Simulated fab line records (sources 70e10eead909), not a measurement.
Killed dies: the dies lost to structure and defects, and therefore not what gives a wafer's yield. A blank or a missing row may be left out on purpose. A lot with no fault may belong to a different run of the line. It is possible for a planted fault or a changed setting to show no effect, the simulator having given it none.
Which of the tools did it? || flow nand harc || Sampling: 11 lots, 33 wafers, 4 of 1302 route steps

WHAT THE GAUGES SHOWED, per wafer
NHARC_END_SORT_01.
{"lot": "L400", "measured": "day 32 00:43", "on": "prober-02", "killed at array": "61 119 64"}

WHAT TOOL EACH LOT RAN ON (gives the tool, then ch and the chambers of the sampled wafers, and finally the start)
{"lot": "L387", "NHARC_A_CHANNEL_FILL_D1_STRIP_28": "rie diel-09 ch 0,1,3, day 9 16:33", "NHARC_THIN_TSV_PRE_CLEAN_54": "pvd sputter-03, day 23 09:52", "NHARC_THIN_TSV_STRIP_56": "plasma asher-01 ch 0,1, day 23 11:35"}
{"lot": "L388", "NHARC_A_CHANNEL_FILL_D1_STRIP_28": "rie diel-05 ch 0,2,3, day 10 03:55", "NHARC_THIN_TSV_PRE_CLEAN_54": "pvd sputter-03, day 24 16:17", "NHARC_THIN_TSV_STRIP_56": "plasma asher-01 ch 0, day 24 17:55"}
{"lot": "L389", "NHARC_A_CHANNEL_FILL_D1_STRIP_28": "rie diel-09 ch 1,2,3, day 10 19:30", "NHARC_THIN_TSV_PRE_CLEAN_54": "pvd sputter-01, day 24 17:16", "NHARC_THIN_TSV_STRIP_56": "plasma asher-02 ch 0,1, day 24 18:53"}
{"lot": "L391", "NHARC_A_CHANNEL_FILL_D1_STRIP_28": "rie diel-09 ch 0,3, day 11 06:32", "NHARC_THIN_TSV_PRE_CLEAN_54": "pvd sputter-03, day 25 05:19", "NHARC_THIN_TSV_STRIP_56": "plasma asher-01 ch 0,1, day 25 06:58"}
{"lot": "L390", "NHARC_A_CHANNEL_FILL_D1_STRIP_28": "rie diel-05 ch 2,3, day 11 10:53", "NHARC_THIN_TSV_PRE_CLEAN_54": "pvd sputter-03, day 25 06:20", "NHARC_THIN_TSV_STRIP_56": "plasma asher-01 ch 0,1, day 25 08:09"}
{"lot": "L392", "NHARC_A_CHANNEL_FILL_D1_STRIP_28": "rie diel-09 ch 0,1,3, day 11 16:07", "NHARC_THIN_TSV_PRE_CLEAN_54": "pvd sputter-03, day 25 07:49", "NHARC_THIN_TSV_STRIP_56": "plasma asher-02 ch 0,1, day 25 09:34"}
{"lot": "L393", "NHARC_A_CHANNEL_FILL_D1_STRIP_28": "rie diel-13 ch 0,1,3, day 12 13:54", "NHARC_THIN_TSV_PRE_CLEAN_54": "pvd sputter-02, day 30 12:53", "NHARC_THIN_TSV_STRIP_56": "plasma asher-01 ch 0,1, day 30 14:37"}
{"lot": "L400", "NHARC_A_CHANNEL_FILL_D1_STRIP_28": "rie diel-05 ch 0,2,3, day 15 04:35", "NHARC_THIN_TSV_PRE_CLEAN_54": "pvd sputter-02, day 30 20:08", "NHARC_THIN_TSV_STRIP_56": "plasma asher-01 ch 0,1, day 30 21:56"}
{"lot": "L403", "NHARC_A_CHANNEL_FILL_D1_STRIP_28": "rie diel-13 ch 0,2, day 16 12:00", "NHARC_THIN_TSV_PRE_CLEAN_54": "pvd sputter-01, day 30 21:14", "NHARC_THIN_TSV_STRIP_56": "plasma asher-01 ch 0,1, day 30 23:04"}
{"lot": "L409", "NHARC_A_CHANNEL_FILL_D1_STRIP_28": "rie diel-09 ch 0,1,2, day 19 03:01", "NHARC_THIN_TSV_PRE_CLEAN_54": "pvd sputter-03, day 33 07:24", "NHARC_THIN_TSV_STRIP_56": "plasma asher-02 ch 0,1, day 33 09:02"}
{"lot": "L410", "NHARC_A_CHANNEL_FILL_D1_STRIP_28": "rie diel-05 ch 1,2,3, day 19 15:40", "NHARC_THIN_TSV_PRE_CLEAN_54": "pvd sputter-02, day 34 05:38", "NHARC_THIN_TSV_STRIP_56": "plasma asher-02 ch 0,1, day 34 07:14"}
- NHARC_A_CHANNEL_FILL_D1_STRIP_28: strips in O2, time 20 s.
- NHARC_THIN_TSV_PRE_CLEAN_54: time 30 s.
- NHARC_THIN_TSV_STRIP_56: strips in O2.

THE ANSWER, worked out from the rows above alone
Rule: the lots themselves supply what counts as usual. The widest of any qualifying gaps counts: lots, ordered by their means at a reading, are off when they make up no more than a third of the lots, leave a main group of 4 or more, and stand apart from it by 3 or more times the standard deviation of that group's means. A main group whose means are all the same, to the digits that the tables above print for the reading, isn't used. Also off: a lot with no number at a reading for which 4 or more lots have one. Any other lot the step has rows for is counted as sound.
None of the lots is off at any reading shown; this tells nothing.

WHAT HAD BEEN PUT IN BY THE SIMULATOR
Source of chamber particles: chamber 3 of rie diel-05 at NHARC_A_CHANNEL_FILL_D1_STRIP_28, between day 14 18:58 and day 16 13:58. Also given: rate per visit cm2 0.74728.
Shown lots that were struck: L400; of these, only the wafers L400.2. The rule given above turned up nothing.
